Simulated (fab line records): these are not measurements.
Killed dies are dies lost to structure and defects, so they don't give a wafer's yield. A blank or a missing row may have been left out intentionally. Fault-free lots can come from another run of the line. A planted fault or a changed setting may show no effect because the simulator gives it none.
Matching of chambers :: flow n5 finfet :: N5_MOL_CONTACT_COAG_ETCH_90 on rie diel-05: 4 sister chambers
The step etches SiARC in CF4, target depth 13 nm, time 21.7 s. 4 wafers are shown with their chamber, then 10 later ones without.

## WAFERS WITH THEIR CHAMBER
wafer: L087.1
chamber: 3
drypump motor current A (A): 5.0

wafer: L087.4
chamber: 2
drypump motor current A (A): 5.7

wafer: L089.1
chamber: 0
drypump motor current A (A): 4.8

wafer: L089.4
chamber: 1
drypump motor current A (A): 5.5

## WAFERS WHOSE CHAMBER IS MISSING
wafer: L089.6
drypump motor current A (A): 4.8

wafer: L091.2
drypump motor current A (A): 4.8

wafer: L091.4
drypump motor current A (A): 5.6

wafer: L091.6
drypump motor current A (A): 5.7

wafer: L096.2
drypump motor current A (A): 5.5

wafer: L096.4
drypump motor current A (A): 5.7

wafer: L096.6
drypump motor current A (A): 5.7

wafer: L097.3
drypump motor current A (A): 5.0

wafer: L097.5
drypump motor current A (A): 5.0

wafer: L097.6
drypump motor current A (A): 5.7

## WHICH CHAMBER EACH WENT THROUGH
wafer: L089.6
from the rows above: 0
in truth: 0

wafer: L091.2
from the rows above: 0
in truth: 0

wafer: L091.4
from the rows above: can't be placed: 1 or 2
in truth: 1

wafer: L091.6
from the rows above: 2
in truth: 2

wafer: L096.2
from the rows above: 1
in truth: 1

wafer: L096.4
from the rows above: 2
in truth: 2

wafer: L096.6
from the rows above: 2
in truth: 2

wafer: L097.3
from the rows above: 3
in truth: 3

wafer: L097.5
from the rows above: 3
in truth: 3

wafer: L097.6
from the rows above: 2
in truth: 2
Correctly placed: 9 of 10. Can't be placed from these rows: 1 (the true chamber is among the candidates in 1). 0 placed wrongly.
How it was worked out, from the rows above alone: a wafer's distance from a chamber is the root of the sum, over the readings, of the square of ((its reading less the chamber's mean) divided by the reading's scatter). If the next closest chamber is less than 2 further off than the closest, the wafer can't be placed; otherwise it belongs to the closest. For every chamber, the mean is computed from those of its wafers that are shown. The scatter (one wafer shown for each chamber): square how far every hidden wafer sits from the nearest shown wafer, average those squares and take the square root.
